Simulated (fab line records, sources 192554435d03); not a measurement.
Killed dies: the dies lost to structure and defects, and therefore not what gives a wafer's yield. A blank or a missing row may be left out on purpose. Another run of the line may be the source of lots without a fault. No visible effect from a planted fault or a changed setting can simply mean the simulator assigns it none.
fab line records | flow n5Finfet
[record] lots = 4 | wafers = 12 | lastDay = 16
route steps=1938 shown BEOL_M13@1694 BEOL_M14@1716 PASSIVATION@1936
lots with no fault: from the same line, run without faults
startH: hours from the record's opening day to when the first of the lot's shown wafers began | waitH: how many hours have passed since the lot's step before this one | " as in the row above | L1.1+2: a row that stands for several wafers | - no value, or no start was given | * or withheld: withheld | < > ~ a bound
route shown NAME@n: NAME is a module with steps in the file, n the number in the route of the first one | usual: mean and standard deviation over wafers with no fault | same: alike in all rows | chamber/n: place in a boat | sites: the reading at each site | _std_site: standard deviation of those values | _edge_site: inner sites' mean taken away from outer sites' mean | radiusMm: how far each site lies from the wafer's centre | mask NAME#n: copy n | behind: tool/chamber where the wafer was last shaped | hold: the reason the lot was held/the length of the hold in hours/how it ended | device: transistor that didn't switch, given as n, p or np | end of line: at the end of the route, the tests of the same wafers | for a step that has no rows: nothing shown but its recipe | killed: dies that structure and defects cost at the first sort, which is not the same as the wafer's yield | map: per-die view of a wafer (x killed, . not killed, _ where there is no die)
set.NAME: the setting the step ran with; set.NAME@STEP: the setting that earlier step ran with | model.NAME: the simulator's own value behind a step, which no gauge read
certain route steps with their lots: each step a table, each wafer a row
[[steps]]
[step N5_BEOL_M13_ETCH_68]
[recipe] chemistry = N2/H2 | target = SOC | maskMaterial = SiARC | sourceW = 3000 | biasW = 350 | tempC = 40 | timeS = 355 | ionEnergyEv = 200 | pressureMtorr = 30 | n2FlowSccm = 200 | h2FlowSccm = 200
[step N5_BEOL_M13_STRIP_69]
[recipe] chemistry = N2/H2 | tempC = 40 | n2FlowSccm = 200 | h2FlowSccm = 200 | rfFrequencyHz = 6e+07
[step N5_BEOL_M13_TRENCH_ETCH_34]
[recipe] chemistry = C4F8/O2/Ar | target = SiOC | targetDepthA = 4134.7 | maskMaterial = SOC | pressureMtorr = 30 | sourceW = 3000 | biasW = 700 | Ar_flow_sccm = 400 | C4F8_flow_sccm = 15 | O2_flow_sccm = 8 | heInnerTorr = 15 | heOuterTorr = 30 | timeS = 162.6 | ionEnergyEv = 250
[step N5_BEOL_M13_STRIP_70]
[recipe] chemistry = C4F8/O2/Ar | resist = SiARC | rfFrequencyHz = 6e+07
[step N5_BEOL_M13_STRIP_37]
[recipe] chemistry = N2/H2 | powerW = 1000 | tempC = 250 | h2Frac = 0.65 | overashFraction = 0.3 | pressureMtorr = withheld | n2FlowSccm = 1750 | h2FlowSccm = 3250
[step N5_BEOL_M13_ETCH_38]
[recipe] chemistry = CF4/N2 | target = SiCN | targetDepthA = 675 | taperDeg = 2 | timeS = 71.9 | ionEnergyEv = 150 | maskMaterial = SiO2 | pressureMtorr = 40 | sourceW = 430 | biasW = 70 | Ar_flow_sccm = 100 | cf4FlowSccm = 60 | n2FlowSccm = 60
[step N5_BEOL_M13_PRECLEAN_39]
[recipe] chemistry = residueRemover | timeS = 60 | tempC = 40
[step N5_BEOL_M13_SRD_40]
[recipe] timeS = 30 | tempC = 23 | rinseLiquid = diw | dry = n2Spin | spinRpm = 1500 | dryTimeS = 30
[step N5_BEOL_M13_DEGAS_41]
[recipe] ambient = vacuum | tempC = 250 | timeS = 60
[step N5_BEOL_M13_PRE_CLEAN_42]
[recipe] gas = H2/He | timeS = 30 | tempC = 250
[step N5_BEOL_M13_SPUTTER_43]
[recipe] material = TaN | targetThkA = 150 | tempC = 50 | biasV = 168.6 | powerW = 15000 | chamberPressurePa = 0.12 | timeS = 24.19
[step N5_BEOL_M13_SPUTTER_44]
[recipe] material = Ta | targetThkA = 100 | tempC = 50 | biasV = 80 | powerW = 15000 | chamberPressurePa = 0.07 | timeS = 16.13
[usual] susceptorTempC = 50.00/0.12 | throttleValvePct = 30.6/0.81
lot.wafer | tool          | chamber | startH | waitH | susceptorTempC | throttleValvePct
L842.1    | pvdSputter-03 | -       | 269.24 | 0.0   | 50.03          | 31.3
L842.4    | "             | -       | "      | "     | 50.17          | 30.5
L842.5    | "             | -       | "      | "     | 50.10          | 31.2
L844.2    | pvdSputter-03 | -       | 294.75 | 0.0   | 49.88          | 31.1
L844.4    | "             | -       | "      | "     | 49.93          | 30.5
L844.5    | "             | -       | "      | "     | 50.00          | 31.3
L845.2    | pvdSputter-03 | -       | 299.35 | 0.0   | 50.01          | 30.6
L845.3    | "             | -       | "      | "     | 50.08          | 31.1
L845.5    | "             | -       | "      | "     | 49.96          | 31.1
L858.1    | pvdSputter-02 | -       | 361.50 | 0.0   | 50.12          | 30.9
L858.4    | "             | -       | "      | "     | 50.09          | 28.9
L858.6    | "             | -       | "      | "     | 49.86          | 29.9
[step N5_BEOL_M13_SPUTTER_45]
[recipe] material = Cu | targetThkA = 800 | tempC = -20 | biasV = 60 | powerW = 26000 | chamberPressurePa = 0.13 | timeS = 13.33
[step N5_BEOL_M13_ECD_47]
[recipe] material = Cu | targetThkA = 9360
[step N5_BEOL_M13_ANNEAL_48]
[recipe] tempC = 225 | timeS = 90 | ambient = N2
[step N5_BEOL_M13_CMP_49]
[recipe] stopOn = SiOC | tOverpolishS = 17.1 | downForcePsi = 1 | platenRpm = 50 | clearingPlatenDownForcePsi = 1.5 | clearingPlatenRpm = 50 | postCmpClean = cuAlkaline | targetThkNm = 420 | clearingPlatenPadVelocityMS = 0.99484 | padVelocityMS = 0.99484
[step N5_BEOL_M13_PRE_CLEAN_52]
[recipe] gas = NH3 | timeS = 15 | tempC = withheld | rfPowerW = 300
[step N5_BEOL_M13_DEP_53]
[recipe] material = SiCN | targetThkA = 500 | tempC = withheld | precursor = 3MS/NH3 | pressureTorr = 3 | rfW = 675 | timeS = 17.8
[step N5_BEOL_M14_ILD_DEP_00]
[recipe] material = SiO2 | targetThkA = 11193 | tempC = 400 | precursor = TEOS/O2 | pressureTorr = 6.5 | rfW = 900 | teosFlowSccm = 161.4 | gas = O2 | flowSccm = 2650 | timeS = 237.4
[step N5_BEOL_M14_COAT_58]
[recipe] resist = BARC | tempC = 205 | timeS = 60 | spinRpm = 1500 | resistThkNm = 89
[step N5_BEOL_M14_COAT_04]
[recipe] spinRpm = 1704 | resistThkNm = 800
[step N5_BEOL_M14_EBR_06]
[recipe] solvent = PGMEA | ebrWidthMm = 1.5
[step N5_BEOL_M14_SOFTBAKE_05]
[recipe] tempC = 130 | timeS = 60
[step N5_BEOL_M14_EXPOSE_07]
[recipe] maskId = V13 | na = 0.8 | sourceShape = annular | sigmaInner = 0.5 | sigmaOuter = 0.8 | polarization = unpolarized | attpsmPhaseDeg = 180 | doseMj = 57
[step N5_BEOL_M14_PEB_08]
[recipe] pebTempC = 130 | pebTimeS = 90
[step N5_BEOL_M14_DEVELOP_09]
[recipe] developTimeS = 45 | rinseLiquid = diw | dry = airSpin | devTempC = 21
[step N5_BEOL_M14_HARDBAKE_14]
[recipe] tempC = 130 | timeS = 120
[step N5_BEOL_M14_DESCUM_15]
[recipe] chemistry = O2 | timeS = 7.9 | sourcePowerW = 50 | biasPowerW = 20 | pressureMtorr = 20 | rfFrequencyHz = 2.712e+07 | tempC = 40 | o2FlowSccm = 225
[step N5_BEOL_M14_ETCH_59]
[recipe] chemistry = N2/H2 | target = BARC | targetDepthA = 890 | overetchA = 267 | timeS = 67.9 | ionEnergyEv = 200 | pressureMtorr = 30 | sourceW = 840 | biasW = 150 | n2FlowSccm = 200 | h2FlowSccm = 200
[step N5_BEOL_M14_VIA_ETCH_16]
[recipe] chemistry = C4F8/O2/Ar | target = SiO2 | heInnerTorr = 15 | heOuterTorr = 30 | targetDepthA = 12313 | timeS = withheld | ionEnergyEv = 800 | pressureMtorr = 20 | sourceW = 1905 | biasW = 2040 | Ar_flow_sccm = 400 | C4F8_flow_sccm = 16 | O2_flow_sccm = 12 | ends = cleared
[step N5_BEOL_M14_STRIP_63]
[recipe] chemistry = O2 | powerW = 600 | tempC = 60 | pressureMtorr = 30 | rfFrequencyHz = 6e+07 | biasPowerW = 0 | overashFraction = 0.3 | o2FlowSccm = 225
[step N5_BEOL_M14_STRIP_64]
[recipe] chemistry = O2 | powerW = 600 | tempC = 60 | pressureMtorr = 30 | rfFrequencyHz = 6e+07 | biasPowerW = 0 | overashFraction = 0.3 | o2FlowSccm = 225
[step N5_BEOL_M14_STRIP_71]
[recipe] chemistry = postEtchResidueRemover | timeS = 60 | tempC = 25 | removerPh = withheld | removerWaterWtPct = withheld | removerFluorideWtPct = withheld
[step N5_BEOL_M14_SRD_72]
[recipe] timeS = 30 | tempC = 23 | rinseLiquid = diw | dry = n2Spin | spinRpm = 1500 | dryTimeS = 30
[step N5_PASSIVATION_PROBE_49]
[usual] defectLimitedYield = 91.0/1.5 | killed_at_M0_to_M3 = 36/12 | killed_at_M4_up = 14/5.5 | killedAtContacts = 11/4.8 | killedAtFrontEnd = 42/12 | killedAtOther = 3.7/2.7 | killedDies = 106/18 | killedOpen = 70/13 | killedShort = 35/8.2 | sort_bin_5_function = 5.3/1 | sort_bin_6_memory = 3.3/0.69 | sortNPass = 1074/18 | sortYieldPct = 91.0/1.5
[same] grossDies = 1180 | killedAtBackSide = 0 | sort_bin_4_leakage[%] = 0 | sort_bin_8_speed[%] = 0
lot.wafer | tool      | chamber | startH | waitH | defectLimitedYield[%] | killed_at_M0_to_M3 | killed_at_M4_up | killedAtContacts | killedAtFrontEnd | killedAtOther | killedDies | killedOpen | killedShort | sort_bin_5_function[%] | sort_bin_6_memory[%] | sortNPass | sortYieldPct[%]
L844.2    | prober-01 | -       | 320.02 | 0.1   | 82.5                  | 14                 | 130             | 11               | 49               | 3             | 207        | 58         | 27          | 10.8                   | 4.2                  | 973       | 82.5
L844.4    | prober-01 | -       | 320.12 | 0.2   | 83.9                  | 13                 | 141             | 4                | 31               | 1             | 190        | 38         | 24          | 9.8                    | 3.1                  | 990       | 83.9
L844.5    | prober-01 | -       | 320.17 | 0.2   | 81.6                  | 46                 | 140             | 7                | 23               | 1             | 217        | 69         | 17          | 10.9                   | 4.8                  | 963       | 81.6
L845.2    | prober-02 | -       | 326.56 | 0.1   | 82.0                  | 21                 | 145             | 7                | 38               | 1             | 212        | 47         | 32          | 12.9                   | 2.9                  | 968       | 82.0
L845.3    | prober-02 | -       | 326.61 | 0.1   | 81.1                  | 40                 | 136             | 11               | 33               | 3             | 223        | 62         | 33          | 12.9                   | 4.1                  | 957       | 81.1
L845.5    | prober-02 | -       | 326.71 | 0.2   | 81.5                  | 44                 | 132             | 11               | 29               | 2             | 218        | 64         | 23          | 12.3                   | 4.0                  | 962       | 81.5
// killed by level:class
L844.2 BEOL_M13:unspecified=121 STI_FIN_REVEAL:geometricParticle:open=12 MOL_CONTACT_COAG:geometricParticle:open=10 FIN_SAQP:geometricParticle:open=8 FIN_SAQP:geometricParticle:short=6 BEOL_M3:geometricParticle:open=4 DUMMY_GATE:geometricParticle:short=4 FIN_CUT:geometricParticle:open=3
L844.4 BEOL_M13:unspecified=127 FIN_SAQP:geometricParticle:open=6 STI_FIN_REVEAL:geometricParticle:open=5 DUMMY_GATE:geometricParticle:open=5 FIN_SAQP:geometricParticle:short=4 MOL_CONTACT_COAG:geometricParticle:open=4 BEOL_M3:geometricParticle:open=4 GATE_CUT:geometricParticle:short=3
L844.5 BEOL_M13:unspecified=131 BEOL_M2:geometricParticle:open=17 BEOL_M1:geometricParticle:open=14 MOL_CONTACT_COAG:geometricParticle:open=7 BEOL_M3:geometricParticle:open=7 STI_FIN_REVEAL:geometricParticle:open=6 FIN_SAQP:geometricParticle:open=5 BEOL_M8:geometricParticle:open=4
L845.2 BEOL_M13:unspecified=133 BEOL_M0_SAQP:geometricParticle:short=9 STI_FIN_REVEAL:geometricParticle:open=8 MOL_CONTACT_COAG:geometricParticle:open=6 STARTING-WAFER:geometricParticle:short=6 FIN_SAQP:geometricParticle:open=5 BEOL_M4:geometricParticle:open=5 BEOL_M0_SAQP:geometricParticle:open=5
L845.3 BEOL_M13:unspecified=126 BEOL_M0_SAQP:geometricParticle:open=13 MOL_CONTACT_COAG:geometricParticle:open=9 BEOL_M0_SAQP:geometricParticle:short=9 FIN_SAQP:geometricParticle:short=7 BEOL_M1:geometricParticle:open=6 STARTING-WAFER:geometricParticle:open=5 BEOL_M4:geometricParticle:open=5
L845.5 BEOL_M13:unspecified=130 BEOL_M0_SAQP:geometricParticle:open=12 MOL_CONTACT_COAG:geometricParticle:open=10 BEOL_M3:geometricParticle:open=10 BEOL_M0_SAQP:geometricParticle:short=8 BEOL_M1:geometricParticle:open=8 FIN_SAQP:geometricParticle:open=6 FIN_SAQP:geometricParticle:short=5
// map L844.5 (x killed, . not)
_________________..x.........________________
______________x......x.........._____________
___________.......x................__________
__________xxx.x....................._________
________..xxxxxxx.x..................._______
_______xxxxxxxxxx............x......x..______
______xxxxxxxxxxx.x.x....x...x.....x..x._____
_____xxxxxxxxxxxxxxx....x.x..............____
____x.xxxxxxxxxxxx............x.........xx___
___..xxxxxxxxxxxxxxx..............x........__
___xx.xxxxxxxxxxxxx.........x.x............__
__....xxxxxxxxxxxx.x.xxx........x..........._
__...xxxxxxxxxxxx.x......................x.._
_......xxxx.xx.x.xx.......x..x...............
_......x.xxx..x.xx.....x.........x..........x
_......x.x....x.x..........x.xxx.............
_..........x...................x.........x...
_..x.....x..............x....................
_...xx...x....................x.........x....
_....................x.......................
_................x.............x...x.........
__..................................x......._
__.....xxx...x............x.......x...x....._
___............................x......x....__
___x..x....xx..............................__
____......x..x...x...........x.....x......___
_____...................x....x....x......____
______.x...............................x_____
_______............x....x..............______
________............................x._______
__________..............x..........._________
___________.x......x...............__________
______________..........x......._____________
_________________............________________
// map L845.3 (x killed, . not)
_________________.......x....________________
______________............x....._____________
___________.x.......x...xx.........__________
__________x....x...x................_________
________xxxxxxxx.x.......x............_______
_______.xxxxx.x.x.x.................xx.______
______xxxxxxxxxxxx.x.......x............_____
_____xxxxxxxxxxxxx.x....................x____
____xxxxxxxxxxxxxxxxx.......x..x...x......___
___.xxxxxxxxxxxxxxx...............x..x.....__
___....xxxxxxxxxxxxx...x......x...x........__
__x...x.xxxxxxxxxxx.x.x....................._
__...xxxxxxxxxxxx..........................._
_......xxxx.xx.xx.x....x.....................
_........xx..x.xx.........x..................
_.........x........x..x.......x............x.
_........................x.......x...........
_....x..x....x.........x..x..............x..x
_.x....x.......x......xx...x..........x.x....
_.....x.....x......xx......................x.
_............x............x......x...........
__....x............x........................_
__.........x..................x............x_
___x.................x................x....__
___........xx...................x..........__
____.x...x......x.....x..............x....___
_____....................x..x............____
______x..................x....x...x....._____
_______...x.....x.........x...x.......x______
________..x....xx.....x.x............._______
__________......x.......xx.........._________
___________......x......x..........__________
______________.................._____________
_________________x..x........________________
[[key]]
[firstSign] step = N5_PASSIVATION_PROBE_49 | reading = killed_at_M4_up | direction = up | sigmas = 22 | usual = 14 | struck = 137
[effect] step = N5_PASSIVATION_PROBE_49 | reading = defectLimitedYield | direction = down | sigmas = 5.8 | usual = 91.0 | struck = 82.1
[moreKillsBornAt] N5_BEOL_M13_SPUTTER_44@pvdSputter-03 = 768
metAt N5_BEOL_M13_SPUTTER_44
struckWafers L844.2,L844.4,L844.5,L845.2,L845.3,L845.5
onsetBetween 269.24 294.75
[fault] kind = chamberParticleSource | tool = pvdSputter-03 | chamber = - | onsetH = 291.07 | steps = N5_BEOL_M13_SPUTTER_44 | ratePerVisitCm2 = 0.9776 | endH = 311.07
